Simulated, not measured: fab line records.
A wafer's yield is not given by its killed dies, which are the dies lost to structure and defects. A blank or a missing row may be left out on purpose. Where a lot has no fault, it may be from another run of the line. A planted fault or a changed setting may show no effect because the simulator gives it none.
Chamber matching | flow n5 finfet | N5_STI_FIN_REVEAL_ALD_14 on ald sin-03 has 4 sister chambers
The step deposits Si3N4, target thk 3 nm. 8 wafers are shown with their chamber, then 8 later ones without.

## WAFERS PAIRED WITH THEIR CHAMBERS
wafer  | chamber | heater power w (W)
L087.2 | 2       | 745
L088.1 | 1       | 843
L089.1 | 1       | 853
L089.6 | 0       | 954
L091.2 | 3       | 777
L091.3 | 2       | 749
L091.4 | 0       | 942
L093.2 | 3       | 786

## WAFERS MISSING THEIR CHAMBER
wafer  | heater power w (W)
L093.4 | 850
L093.6 | 768
L094.2 | 800
L094.5 | 753
L094.6 | 762
L095.1 | 938
L095.3 | 781
L095.4 | 853

## CHAMBER TAKEN BY EACH
wafer  | from the rows above     | in truth
L093.4 | 1                       | 1
L093.6 | can't be placed: 3 or 2 | 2
L094.2 | 3                       | 3
L094.5 | 2                       | 2
L094.6 | can't be placed: 2 or 3 | 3
L095.1 | 0                       | 0
L095.3 | 3                       | 3
L095.4 | 1                       | 1
6 of 8 placed correctly. Cannot be placed on the basis of these rows: 2; the candidates contain the true chamber in 2. Placed wrongly: 0.
How it was worked out, from the rows above alone: a wafer's distance from a chamber is the root of the sum, over the readings, of the square of ((its reading less the chamber's mean) divided by the reading's scatter). If the next closest chamber is less than 2 further off than the closest, the wafer can't be placed; otherwise it belongs to the closest. Each chamber's mean is taken over the wafers shown for it. The scatter: the root of (the sum of the squares of (reading less its chamber's mean) over the shown wafers, divided by (wafers less chambers)).
